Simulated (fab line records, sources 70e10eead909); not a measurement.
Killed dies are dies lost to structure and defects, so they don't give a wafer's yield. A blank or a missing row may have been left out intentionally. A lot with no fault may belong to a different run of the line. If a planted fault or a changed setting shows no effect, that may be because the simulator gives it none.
A struck lot beside a sound one -- flow nand-harc -- 21 out of 1159 route steps
Sound: wafers L514.3, L514.4, L514.5. Struck: wafers L522.1, L522.2, L522.4. The cause comes at the end.
For every step that has rows: the tool of each side, followed by ch and its chambers, followed by its first start. Under that, the readings that differ: sound wafers -- struck wafers -- difference of the means -- sigmas: that difference in standard deviations of wafers without a fault.
alike: readings whose means differ by less than 2 such deviations, and words and numbers that are the same on both sides. not compared: withheld readings, readings that some wafer has no value for, bounds like >300 that may hide the same value, and numbers for which the record gives no deviation and whose values overlap.
The two part at a step that has a row with sigmas, a row that says differs or no value, or rows on one side only. Numbers that have no deviation but don't overlap get no sigmas and don't part them. A reading missing from all wafers of one side parts the sides only when that side holds two or more wafers.

NHARC_A_CONTACT_CMP_20: polishes, t overpolish 30 s, target thk 300 nm.
  sound on cmp-02 ch 2,3, day 20 19:00; struck on cmp-02 ch 0,2,3, day 23 10:30
  alike: motor-current-A, overpolish-run-s, time-to-endpoint-s
following that, these wafers have no rows for 1 step: NHARC_A_CONTACT_SRD_22.
NHARC_A_CONTACT_INSPECT_23:
  sound: defect-inspect-01 at day 20 19:25; struck: defect-inspect-01 at day 23 10:54
  alike: raw-defect-count
then, 8 steps without rows for these wafers: NHARC_A_BLC_DEHYDRATE_00 (time 120 s); NHARC_A_BLC_HMDS_01 (time 30 s); NHARC_A_BLC_COAT_02 (time 75 s); NHARC_A_BLC_COAT_03 (time 65 s); NHARC_A_BLC_COAT_04 (resist thk 90 nm); NHARC_A_BLC_SOFTBAKE_05 (time 55 s); NHARC_A_BLC_EBR_06; NHARC_A_BLC_EXPOSE_07 (exposes mask A BLC, target cd 100 nm).
NHARC_A_BLC_PEB_08: peb time 65 s.
  sound on litho-track-06 ch 0, day 20 19:52; struck on litho-track-06 ch 0, day 23 11:20
reading,sound,struck,difference,sigmas
heater-power-total-W (W),157.2 156.4 156.6,155.0 154.9 153.9,-2.1,-5
plate-temp-C (C),99.94 99.93 100.09,99.10 99.02 99.23,-0.87,-7
  alike: exhaust-pa, resist-line-temp-C
then, 1 step without rows for these wafers: NHARC_A_BLC_DEVELOP_09 (develop time 35 s).
NHARC_A_BLC_CD_MEAS_10 targets a cd of 100 nm.
  sound on cd-sem-02 ch 0, day 20 19:56; struck on cd-sem-03 ch 0, day 23 11:25
reading,sound,struck,difference,sigmas
cd-nm (nm),100.5 100.1 100.7,97.0 98.6 96.8,-3.0,-4
NHARC_A_BLC_OVL_MEAS_11:
  sound: overlay-01 at day 20 20:02; struck: overlay-02 at day 23 11:30
  alike: overlay-x-nm, overlay-y-nm
NHARC_A_BLC_INSPECT_12:
  sound: defect-inspect-01 at day 20 20:05; struck: defect-inspect-01 at day 23 11:32
  alike: raw-defect-count
NHARC_A_BLC_DESCUM_15: chemistry O2, time 3 s.
  sound on rie-diel-01 ch 0,1, day 20 20:09; struck on rie-diel-04 ch 0,2,3, day 23 11:36
reading,sound,struck,difference,sigmas
rf-vpp-V (V),56.6 57.5 58.2,58.0 60.4 59.5,+1.9,+2
model.A_BLC.cd-nm (nm),100.5 100.4 100.8,96.46 98.53 96.14,-3.52,
  alike: drypump-motor-current-A, oes-product-au, showerhead-plenum-p-Torr, throttle-valve-pct
  not compared: rf-hours-counter-h
NHARC_A_BLC_ETCH_16: etches the open film in CF4, target depth 39 nm, time 65 s.
  sound on rie-diel-01 ch 0,2, day 20 20:14; struck on rie-diel-04 ch 1,2,3, day 23 11:41
  alike: drypump-motor-current-A, oes-product-au, rf-vpp-V, showerhead-plenum-p-Torr, throttle-valve-pct
  not compared: rf-hours-counter-h
NHARC_A_BLC_ETCH_17: etches the open film in N2/H2, target depth 390 nm, time 609.38 s.
  sound: rie-diel-01 ch 1,2; struck: rie-diel-04 ch 0,2,3
  alike: drypump-motor-current-A, oes-product-au, rf-vpp-V, showerhead-plenum-p-Torr, throttle-valve-pct
  not compared: rf-hours-counter-h, model.A_BLC.cd-nm
NHARC_A_BLC_ETCH_18: etches the open film in C4F8/O2/Ar, target depth 910 nm.
  sound: rie-diel-01 ch 1,3; struck: rie-diel-04 ch 0,1,2
  alike: oes-product-au, rf-vpp-V
  not compared: rf-hours-counter-h
NHARC_END_SORT_01:
  the record has rows for the sound wafers here (prober-01 ch 0, day 25 12:30) and none for the struck ones

== WHERE THEY PART ==
First at NHARC_A_BLC_PEB_08; last, within this record, at NHARC_END_SORT_01.

WHY: what had been put in by the simulator
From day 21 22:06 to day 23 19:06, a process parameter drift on litho-track-06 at NHARC_A_BLC_PEB_08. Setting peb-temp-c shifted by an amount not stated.
